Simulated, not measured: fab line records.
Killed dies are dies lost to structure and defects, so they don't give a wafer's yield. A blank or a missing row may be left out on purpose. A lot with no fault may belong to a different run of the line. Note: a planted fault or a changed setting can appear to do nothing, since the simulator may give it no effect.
Chamber matching | flow n5Finfet | 4 sister chambers for N5_BEOL_M3_VIA_ETCH_34 on rieDiel-01
The step etches the open film in C4F6/O2, target depth 69.4 nm, time 65.9 s. 7 wafers are shown with their chamber, then 9 later ones without.

== WAFERS PAIRED WITH THEIR CHAMBERS ==
wafer  | chamber | showerheadPlenumPTorr (Torr) | rfVppV (V)
L076.3 | 2       | 2.85                         | 679
L079.3 | 0       | 2.89                         | 672
L085.1 | 0       | 2.88                         | 671
L085.3 | 1       | 2.92                         | 681
L089.3 | 3       | 2.76                         | 667
L089.4 | 1       | 2.92                         | 682
L089.6 | 3       | 2.76                         | 666

== WAFERS WITHOUT THEIR CHAMBER ==
wafer  | showerheadPlenumPTorr (Torr) | rfVppV (V)
L090.2 | 2.76                         | 666
L090.4 | 2.92                         | 681
L090.5 | 2.76                         | 666
L093.1 | 2.84                         | 679
L093.3 | 2.76                         | 666
L093.4 | 2.76                         | 666
L097.1 | 2.91                         | 682
L097.4 | 2.87                         | 671
L097.5 | 2.83                         | 679

== EACH ONE'S CHAMBER ==
wafer  | from the rows above | in truth
L090.2 | 3                   | 3
L090.4 | 1                   | 1
L090.5 | 3                   | 3
L093.1 | 2                   | 2
L093.3 | 3                   | 3
L093.4 | 3                   | 3
L097.1 | 1                   | 1
L097.4 | 0                   | 0
L097.5 | 2                   | 2
Placed correctly: 9 of 9. From these rows, 0 cannot be placed. Wrongly placed: 0.
How it was worked out, from the rows above alone: a wafer's distance from a chamber is the root of the sum, over the readings, of the square of ((its reading less the chamber's mean) divided by the reading's scatter). The wafer belongs to the nearest chamber; if the next one is less than 2 further off, it can't be placed. A chamber's mean is the mean of its shown wafers. The scatter: the root of (the sum of the squares of (reading less its chamber's mean) over the shown wafers, divided by (wafers less chambers)).
